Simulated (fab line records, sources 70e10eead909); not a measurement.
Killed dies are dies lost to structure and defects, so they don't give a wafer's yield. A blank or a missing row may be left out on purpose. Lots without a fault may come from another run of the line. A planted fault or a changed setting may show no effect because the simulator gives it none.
Which tool did it? | flow nand_harc | 12 lots, 36 wafers sampled, at 5 steps of a route of 1302

WHAT THE GAUGES READ, wafer by wafer
NHARC_END_SORT_01. Usual: killed_at_array 52, standard deviation 20; killed_at_other 1.0, standard deviation 1.3; killed_at_periphery 3.7, standard deviation 2.2; killed_dies 57, standard deviation 20; killed_open 3.2, standard deviation 1.6; killed_short 2.4, standard deviation 1.6.
lot  | measured     | on        | killed_at_array | killed_at_other | killed_at_periphery | killed_dies | killed_open | killed_short | flag
L305 | day 25 02:49 | prober-01 | 69 57 56        | 2 1 2           | 4 2 0               | 75 60 58    | 1 4 5       | 3 0 3        |
L317 | day 30 06:29 | prober-01 | 41 38 43        | 0 0 0           | 3 4 4               | 44 42 47    | 5 2 6       | 7 2 2        |
L320 | day 30 23:29 | prober-02 | 45 40 49        | 0 0 1           | 5 4 6               | 50 44 56    | 3 3 3       | 1 5 2        |

WHICH TOOL RAN EACH LOT (tool, then ch and the chambers of the sampled wafers, then the start)
lot  | NHARC_A_CHANNEL_HOLE_D1_ETCH_33  | NHARC_A_CHANNEL_FILL_D1_ALD_02   | NHARC_A_CHANNEL_FILL_D1_ALD_15                 | NHARC_A_CHANNEL_FILL_D1_ETCHBACK_20
L304 | har_etch-01 ch 0,1, day 8 19:44  | ald_hk-04 ch 2,3, day 8 22:36    | ald_sin_batch-01 ch 0, day 9 08:46             | rie_diel-08 ch 0,1,3, day 10 00:50
L305 | har_etch-01 ch 0,1, day 9 09:13  | ald_hk-02 ch 1,2,3, day 9 13:11  | ald_sin_batch-03 ch 0, day 10 13:10 or earlier | rie_diel-01 ch 0,3, day 10 13:10
L311 | har_etch-01 ch 0,1, day 11 17:02 | ald_hk-02 ch 0,1,3, day 11 19:08 | ald_sin_batch-01 ch 0, day 12 17:14 or earlier | rie_diel-08 ch 1,2, day 12 17:14
L317 | har_etch-02 ch 1, day 14 06:43   | ald_hk-04 ch 0,1,2, day 14 08:49 | ald_sin_batch-02 ch 0, day 15 09:28 or earlier | rie_diel-01 ch 0,2,3, day 15 09:28
L318 | har_etch-01 ch 0,1, day 15 03:25 | ald_hk-03 ch 0,2, day 15 05:28   | ald_sin_batch-01 ch 0, day 16 05:46 or earlier | rie_diel-01 ch 1,2, day 16 05:46
L319 | har_etch-02 ch 0,1, day 15 03:50 | ald_hk-02 ch 0,1, day 15 05:52   | ald_sin_batch-01 ch 0, day 16 05:46 or earlier | rie_diel-05 ch 0,1, day 16 05:46
L321 | har_etch-02 ch 0,1, day 15 14:35 | ald_hk-03 ch 0,2,3, day 15 16:37 | ald_sin_batch-02 ch 0, day 16 16:47 or earlier | rie_diel-01 ch 0,1,2, day 16 16:47
L320 | har_etch-01 ch 1, day 15 15:29   | ald_hk-03 ch 0,3, day 15 17:23   | ald_sin_batch-02 ch 0, day 16 16:48 or earlier | rie_diel-05 ch 0,1,2, day 16 16:48
L323 | har_etch-02 ch 0,1, day 16 11:20 | ald_hk-04 ch 1,2,3, day 16 13:22 | ald_sin_batch-02 ch 0, day 17 17:18 or earlier | rie_diel-01 ch 0,1,3, day 17 17:18
L325 | har_etch-02 ch 0,1, day 17 22:24 | ald_hk-04 ch 0,3, day 18 00:14   | ald_sin_batch-03 ch 0, day 19 00:25 or earlier | rie_diel-08 ch 0,1,3, day 19 00:25
L326 | har_etch-02 ch 0, day 18 02:29   | ald_hk-02 ch 0,1,3, day 18 04:40 | ald_sin_batch-01 ch 0, day 19 04:55 or earlier | rie_diel-01 ch 0,3, day 19 04:55
L327 | har_etch-01 ch 0,1, day 18 06:23 | ald_hk-02 ch 0,3, day 18 08:14   | ald_sin_batch-02 ch 0, day 19 08:17 or earlier | rie_diel-08 ch 2,3, day 19 08:17
- NHARC_A_CHANNEL_HOLE_D1_ETCH_33: etches the open film in C4F8/O2/Ar, time 90 s, target depth 400 nm.
- NHARC_A_CHANNEL_FILL_D1_ALD_02: deposits SiO2, target thk 6 nm, pulse time 10 s, ald cycles 60.
- NHARC_A_CHANNEL_FILL_D1_ALD_15: deposits SiNx, target thk 2 nm, pulse time 60 s, ald cycles 19.
- NHARC_A_CHANNEL_FILL_D1_ETCHBACK_20: etches the open film in C4F8/O2/Ar, target depth 27 nm, time 13.5 s.

WHAT THE TOOLS THEMSELVES READ (means of the sampled wafers that have a number; where no wafer has one, the mark that the record gives instead)
NHARC_A_CHANNEL_HOLE_D1_ETCH_33. Usual: drypump_motor_current_A 5.9 A, standard deviation 0.46; showerhead_plenum_p_Torr 3.73 Torr, standard deviation 0.11; throttle_valve_pct 27.619 %, standard deviation 0.0083.
lot  | tool        | drypump_motor_current_A (A) | showerhead_plenum_p_Torr (Torr) | throttle_valve_pct (%) | flag
L304 | har_etch-01 | 6.3                         | 3.77                            | 27.622                 |
L305 | har_etch-01 | 6.3                         | 3.77                            | 27.615                 |
L311 | har_etch-01 | 6.2                         | 3.75                            | 27.626                 |
L317 | har_etch-02 | 6.1                         | 3.61                            | 27.619                 |
L318 | har_etch-01 | 6.2                         | 3.73                            | 27.617                 |
L319 | har_etch-02 | 5.4                         | 3.61                            | 27.616                 |
L321 | har_etch-02 | 5.8                         | 3.60                            | 27.621                 |
L320 | har_etch-01 | 6.1                         | 3.72                            | 27.619                 |
L323 | har_etch-02 | 5.4                         | 3.60                            | 27.627                 |
L325 | har_etch-02 | 5.8                         | 3.97                            | 27.622                 |
L326 | har_etch-02 | 5.1                         | 3.97                            | 27.621                 |
L327 | har_etch-01 | 6.2                         | 3.70                            | 27.609                 |

NHARC_A_CHANNEL_FILL_D1_ALD_02. Usual: heater_power_w 478 W, standard deviation 34; precursor_pulse_height_rel 1.002, standard deviation 0.019; susceptor_temp_C 300.01 C, standard deviation 0.2.
lot  | tool      | heater_power_w (W) | precursor_pulse_height_rel | susceptor_temp_C (C) | flag
L304 | ald_hk-04 | 416                | 1.028                      | 300.22               |
L305 | ald_hk-02 | 490                | 0.990                      | 300.09               |
L311 | ald_hk-02 | 464                | 0.991                      | 296.50               | OFF
L317 | ald_hk-04 | 459                | 0.998                      | 300.08               |
L318 | ald_hk-03 | 479                | 1.006                      | 300.08               |
L319 | ald_hk-02 | 468                | 1.007                      | 299.89               |
L321 | ald_hk-03 | 477                | 0.983                      | 300.07               |
L320 | ald_hk-03 | 472                | 1.009                      | 300.10               |
L323 | ald_hk-04 | 430                | 0.989                      | 300.12               |
L325 | ald_hk-04 | 480                | 1.016                      | 300.06               |
L326 | ald_hk-02 | 489                | 1.010                      | 300.07               |
L327 | ald_hk-02 | 509                | 1.004                      | 300.11               |

NHARC_A_CHANNEL_FILL_D1_ALD_15. Usual: precursor_pulse_height_rel 1.001, standard deviation 0.02; susceptor_temp_C 629.98 C, standard deviation 0.26.
lot  | tool             | precursor_pulse_height_rel | susceptor_temp_C (C) | flag
L304 | ald_sin_batch-01 | 1.016                      | 629.82               |
L305 | ald_sin_batch-03 | 1.014                      | 629.83               |
L311 | ald_sin_batch-01 | 1.006                      | -                    | OFF
L317 | ald_sin_batch-02 | 1.002                      | 629.84               |
L318 | ald_sin_batch-01 | 1.014                      | 630.00               |
L319 | ald_sin_batch-01 | 0.996                      | 629.87               |
L321 | ald_sin_batch-02 | 0.997                      | 629.85               |
L320 | ald_sin_batch-02 | 0.999                      | 630.12               |
L323 | ald_sin_batch-02 | 0.997                      | -                    | OFF
L325 | ald_sin_batch-03 | 1.019                      | -                    | OFF
L326 | ald_sin_batch-01 | 1.002                      | 630.33               |
L327 | ald_sin_batch-02 | 0.984                      | 630.14               |

NHARC_A_CHANNEL_FILL_D1_ETCHBACK_20. Usual: oes_product_au 0.97 a.u., standard deviation 0.036; rf_vpp_V 979 V, standard deviation 6.9.
lot  | tool        | oes_product_au (a.u.) | rf_vpp_V (V) | flag
L304 | rie_diel-08 | 1.01                  | 979          |
L305 | rie_diel-01 | 1.01                  | 984          |
L311 | rie_diel-08 | 1.00                  | 981          |
L317 | rie_diel-01 | 1.00                  | 981          |
L318 | rie_diel-01 | 1.01                  | 975          |
L319 | rie_diel-05 | 0.93                  | 984          |
L321 | rie_diel-01 | 0.93                  | 982          |
L320 | rie_diel-05 | 0.94                  | 984          |
L323 | rie_diel-01 | 1.00                  | 984          |
L325 | rie_diel-08 | 0.99                  | 978          |
L326 | rie_diel-01 | 1.00                  | 985          |
L327 | rie_diel-08 | 0.99                  | 971          |

THE ANSWER, worked out from the rows above alone
Rule: a lot is off if the mean of its wafers that have a number lies more than 3 standard deviations from the usual mean. A lot without any number at a reading at which 4 lots or more have one is off too. The other lots that the step has rows for count as sound. The gauges are gone through in route order, then the tools' own readings, and for those a lot's mean is taken as printed above. The first step at which some lot is off is used, and at that step the reading that is off furthest; a lot without a number counts as furthest.
Off: L311, at NHARC_A_CHANNEL_FILL_D1_ALD_02 (susceptor_temp_C).
A tool fits if, at that step or a process step before it, it ran every lot that is off, and no sound lot after the first of them. None of those tried fits.

WHAT THE SIMULATOR HAD PUT IN
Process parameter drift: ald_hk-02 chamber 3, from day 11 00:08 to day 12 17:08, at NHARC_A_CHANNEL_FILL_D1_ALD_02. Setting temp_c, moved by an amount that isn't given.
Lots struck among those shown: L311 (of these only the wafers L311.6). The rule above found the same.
